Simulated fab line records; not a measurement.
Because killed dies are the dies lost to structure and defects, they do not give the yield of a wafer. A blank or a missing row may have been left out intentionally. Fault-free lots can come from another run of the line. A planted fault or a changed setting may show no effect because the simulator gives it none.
One fault through the eyes of 3 desks	flow nand harc	numbers are kept per desk, each desk with only its own; the story behind them comes last

== THE METROLOGY DESK ==
What the gauges read, lot by lot, whatever tool the lot ran on: means of the sampled wafers that have a number. Marked OUT: a lot whose mean sits more than 4 standard deviations from the usual mean, which makes it out of limits; the brackets give that distance.
Columns: A = cd nm at NHARC_A_CONTACT_CD_MEAS_80, usual 289.3 nm
lot	first seen here	A
L274	day 22 18:42	289.2
L273	day 22 19:19	290.2
L279	day 24 01:47	289.3
L277	day 24 12:34	289.2
L278	day 24 20:14	287.7
L280	day 24 23:11	288.1
L281	day 25 11:54	289.8
L282	day 25 13:40	289.6
L283	day 26 12:41	288.7
L289	day 28 09:38	289.5
L294	day 30 20:22	290.2
L293	day 31 00:23	289.4
L295	day 31 01:08	288.7
This desk found nothing out of limits on any of the 13 lots.

== THE DEFECT DESK ==
What the inspections along the route counted, lot by lot: means of the sampled wafers that have a number. Marked OUT: a lot whose mean sits more than 4 standard deviations from the usual mean, which makes it out of limits; the brackets give that distance.
Columns: A = raw defect count at NHARC_A_CONTACT_INSPECT_10, usual 88
lot	first seen here	A
L274	day 22 22:14	110
L273	day 22 22:53	50
L279	day 24 11:55	101
L277	day 24 20:14	159
L278	day 25 00:03	107
L280	day 25 02:51	89
L281	day 25 19:43	89
L282	day 25 19:53	82
L283	day 26 17:29	85
L289	day 28 13:49	83
L294	day 30 23:56	369 (+8.5) OUT
L293	day 31 04:41	397 (+9.4) OUT
L295	day 31 05:19	76
Finding of this desk: L293, L294 out of limits; the first was L294 at day 30 23:56, on raw defect count at NHARC_A_CONTACT_INSPECT_10. L274, L273, L279, L277, L278, L280, L281, L282, L283, L289, L295 stayed within limits.

== THE TOOL OWNER'S DESK: pecvd-02 ==
The tool's own readings at NHARC_A_CONTACT_DEP_85 (deposits SiON, target thk 60 nm): means of the sampled wafers that have a number, for each lot that ran on this tool. Marked OUT: a lot whose mean sits more than 4 standard deviations from the usual mean, which makes it out of limits; the brackets give that distance.
Columns: A = heater power w at NHARC_A_CONTACT_DEP_85, usual 711 W
lot	first seen here	A
L283	day 26 16:46	753
L289	day 28 12:58	817
L294	day 30 23:05	733
L293	day 31 03:50	678
This desk found nothing out of limits on any of the 4 lots.

== ALL TOGETHER ==
The defect desk could have raised an alarm at day 30 23:56, on L293, L294.
The metrology desk saw nothing out of limits.
The desk of the tool owner found nothing out of limits.
The metrology desk holds a record of L293, L294, inside its limits.
Tool owner's desk: L293, L294 on record, inside its limits.
All the named lots went through NHARC_A_CONTACT_DEP_85 on pecvd-02.

== WHAT THE SIMULATOR PUT IN ==
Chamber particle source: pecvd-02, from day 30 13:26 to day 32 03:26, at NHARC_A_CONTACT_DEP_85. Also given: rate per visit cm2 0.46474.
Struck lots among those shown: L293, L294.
Hours from the fault's start to each desk's first reading out of limits: the defect desk, 10.
